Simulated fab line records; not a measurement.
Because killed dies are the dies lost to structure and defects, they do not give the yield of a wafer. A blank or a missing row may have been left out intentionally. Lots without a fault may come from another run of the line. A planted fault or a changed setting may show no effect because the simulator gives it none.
Check of tool commonality :: flow n5_finfet :: Sample size 10 lots and 30 wafers

== WHY THIS WAS OPENED ==
N5_BEOL_M4_RC_MEAS_101, reading CJ_N: flagged on 2 of 10 lots. Wafers without a fault read 4.36, standard deviation 0.063.
Rule: a lot is flagged when every wafer of it that has a number lies more than 4 standard deviations from that mean, or none has a number. The rest of the lots are taken to be sound.

lot: L840
measured: day 8 23:56
on: prober-02
CJ_N, wafer by wafer: 4.45 4.36 4.37
flag: 

lot: L839
measured: day 9 00:26
on: prober-01
CJ_N, wafer by wafer: 4.40 4.45 4.47
flag: 

lot: L841
measured: day 9 06:34
on: prober-01
CJ_N, wafer by wafer: 4.40 4.43 4.40
flag: 

lot: L842
measured: day 9 07:11
on: prober-02
CJ_N, wafer by wafer: 4.37 4.38 4.34
flag: 

lot: L844
measured: day 9 23:45
on: prober-02
CJ_N, wafer by wafer: 4.37 4.37 4.33
flag: 

lot: L845
measured: day 10 09:29
on: prober-02
CJ_N, wafer by wafer: 4.39 4.31 4.42
flag: 

lot: L847
measured: day 10 14:46
on: prober-02
CJ_N, wafer by wafer: 4.31 4.35 4.39
flag: 

lot: L852
measured: day 12 02:23
on: prober-02
CJ_N, wafer by wafer: 4.82 4.77 4.75
flag: FLAGGED

lot: L854
measured: day 12 05:37
on: prober-02
CJ_N, wafer by wafer: 4.75 4.80 4.80
flag: FLAGGED

lot: L860
measured: day 14 04:25
on: prober-02
CJ_N, wafer by wafer: 4.37 4.40 4.38
flag: 
Average over the flagged lots: 4.78; offset from the usual +0.42, equal to +7 standard deviations.

== WHICH TOOL EACH LOT WENT THROUGH ==
3 process steps preceding the reading are held in the record, out of 1938 steps in the route. Read each cell as the tool, then ch plus the chambers that the sampled wafers visited, then the start.
lot: L840
flag: 
N5_ZERO_LAYER_ETCH_18: rie_si-03 ch 1,3, day 2 00:48
N5_WELL_APT_IMPLANT_32: implanter-01 ch 0, day 2 03:21
N5_WELL_APT_RTA_34: rtp_anneal-02 ch 0, day 2 03:55

lot: L839
flag: 
N5_ZERO_LAYER_ETCH_18: rie_si-03 ch 0,2,3, day 1 18:55
N5_WELL_APT_IMPLANT_32: implanter-01 ch 0, day 1 21:23
N5_WELL_APT_RTA_34: rtp_anneal-01 ch 0, day 1 21:52

lot: L841
flag: 
N5_ZERO_LAYER_ETCH_18: rie_si-03 ch 0,2,3, day 2 06:55
N5_WELL_APT_IMPLANT_32: implanter-01 ch 0, day 2 09:29
N5_WELL_APT_RTA_34: rtp_anneal-01 ch 0, day 2 09:59

lot: L842
flag: 
N5_ZERO_LAYER_ETCH_18: rie_si-03 ch 0,2,3, day 2 13:13
N5_WELL_APT_IMPLANT_32: implanter-01 ch 0, day 2 16:29
N5_WELL_APT_RTA_34: rtp_anneal-01 ch 0, day 2 16:56

lot: L844
flag: 
N5_ZERO_LAYER_ETCH_18: rie_si-06 ch 2,3, day 3 00:47
N5_WELL_APT_IMPLANT_32: implanter-02 ch 0, day 3 03:25
N5_WELL_APT_RTA_34: rtp_anneal-02 ch 0, day 3 03:53

lot: L845
flag: 
N5_ZERO_LAYER_ETCH_18: rie_si-03 ch 0,2,3, day 3 06:56
N5_WELL_APT_IMPLANT_32: implanter-02 ch 0, day 3 10:13
N5_WELL_APT_RTA_34: rtp_anneal-01 ch 0, day 3 10:42

lot: L847
flag: 
N5_ZERO_LAYER_ETCH_18: rie_si-03 ch 0,1, day 3 19:08
N5_WELL_APT_IMPLANT_32: implanter-02 ch 0, day 3 21:35
N5_WELL_APT_RTA_34: rtp_anneal-02 ch 0, day 3 22:05

lot: L852
flag: FLAGGED
N5_ZERO_LAYER_ETCH_18: rie_si-04 ch 0,1,3, day 5 00:55
N5_WELL_APT_IMPLANT_32: implanter-01 ch 0, day 5 03:28
N5_WELL_APT_RTA_34: rtp_anneal-01 ch 0, day 5 03:56

lot: L854
flag: FLAGGED
N5_ZERO_LAYER_ETCH_18: rie_si-03 ch 1,2,3, day 5 13:57
N5_WELL_APT_IMPLANT_32: implanter-01 ch 0, day 5 16:28
N5_WELL_APT_RTA_34: rtp_anneal-01 ch 0, day 5 16:56

lot: L860
flag: 
N5_ZERO_LAYER_ETCH_18: rie_si-04 ch 1,3, day 7 00:52
N5_WELL_APT_IMPLANT_32: implanter-02 ch 0, day 7 03:22
N5_WELL_APT_RTA_34: rtp_anneal-02 ch 0, day 7 03:56
What the steps here do:
- N5_ZERO_LAYER_ETCH_18: etches Si in HBr/Cl2, target depth 120 nm, time 40 s.
- N5_WELL_APT_IMPLANT_32
- N5_WELL_APT_RTA_34: time 10 s.
- N5_BEOL_M4_RC_MEAS_101

== FLAGGED AGAINST TOTAL, ONE TOOL AT A TIME (gauges that did the reading follow at the end) ==
step: N5_ZERO_LAYER_ETCH_18
tool: rie_si-03
lots run: 7
flagged: 1
share of the flagged lots: some
sound lots run after its first flagged lot: 0

step: N5_ZERO_LAYER_ETCH_18
tool: rie_si-04
lots run: 2
flagged: 1
share of the flagged lots: some
sound lots run after its first flagged lot: 1 (L860)

step: N5_ZERO_LAYER_ETCH_18
tool: rie_si-06
lots run: 1
flagged: 0
share of the flagged lots: none
sound lots run after its first flagged lot: -

step: N5_WELL_APT_IMPLANT_32
tool: implanter-01
lots run: 6
flagged: 2
share of the flagged lots: all
sound lots run after its first flagged lot: 0

step: N5_WELL_APT_IMPLANT_32
tool: implanter-02
lots run: 4
flagged: 0
share of the flagged lots: none
sound lots run after its first flagged lot: -

step: N5_WELL_APT_RTA_34
tool: rtp_anneal-01
lots run: 6
flagged: 2
share of the flagged lots: all
sound lots run after its first flagged lot: 0

step: N5_WELL_APT_RTA_34
tool: rtp_anneal-02
lots run: 4
flagged: 0
share of the flagged lots: none
sound lots run after its first flagged lot: -

step: N5_BEOL_M4_RC_MEAS_101
tool: prober-01
lots run: 2
flagged: 0
share of the flagged lots: none
sound lots run after its first flagged lot: -

step: N5_BEOL_M4_RC_MEAS_101
tool: prober-02
lots run: 8
flagged: 2
share of the flagged lots: all
sound lots run after its first flagged lot: 1 (L860)

== THE TABLE: WHAT IT ALLOWS ==
implanter-01 at N5_WELL_APT_IMPLANT_32, rtp_anneal-01 at N5_WELL_APT_RTA_34 and prober-02 at N5_BEOL_M4_RC_MEAS_101: these 3 rows of the table ran every flagged lot.
- implanter-01 at N5_WELL_APT_IMPLANT_32 ran 6 lots, 2 of them flagged. It ran its last sound lot, L842, at day 2 16:29 and its first flagged lot, L852, at day 5 03:28: a fault with its onset between the two fits. Its own readings lie more than 4 standard deviations out on every wafer of the flagged lots: dose_ions_cm2, faraday_current_uA.
- rtp_anneal-01 at N5_WELL_APT_RTA_34 ran 6 lots, 2 of them flagged. It ran its last sound lot, L845, at day 3 10:42 and its first flagged lot, L852, at day 5 03:56: a fault with its onset between the two fits.
- prober-02 at N5_BEOL_M4_RC_MEAS_101 ran 8 lots, 2 of them flagged. Lots that were sound ran on it after the first flagged one (L860); a persistent fault on the entire tool would not allow that.
Because each of these 2 tools fits a fault that began at some hour, counting lots does not separate them. More lots, or a look at what each step does to the wafer, might.

== WHAT HAD BEEN PUT IN BY THE SIMULATOR ==
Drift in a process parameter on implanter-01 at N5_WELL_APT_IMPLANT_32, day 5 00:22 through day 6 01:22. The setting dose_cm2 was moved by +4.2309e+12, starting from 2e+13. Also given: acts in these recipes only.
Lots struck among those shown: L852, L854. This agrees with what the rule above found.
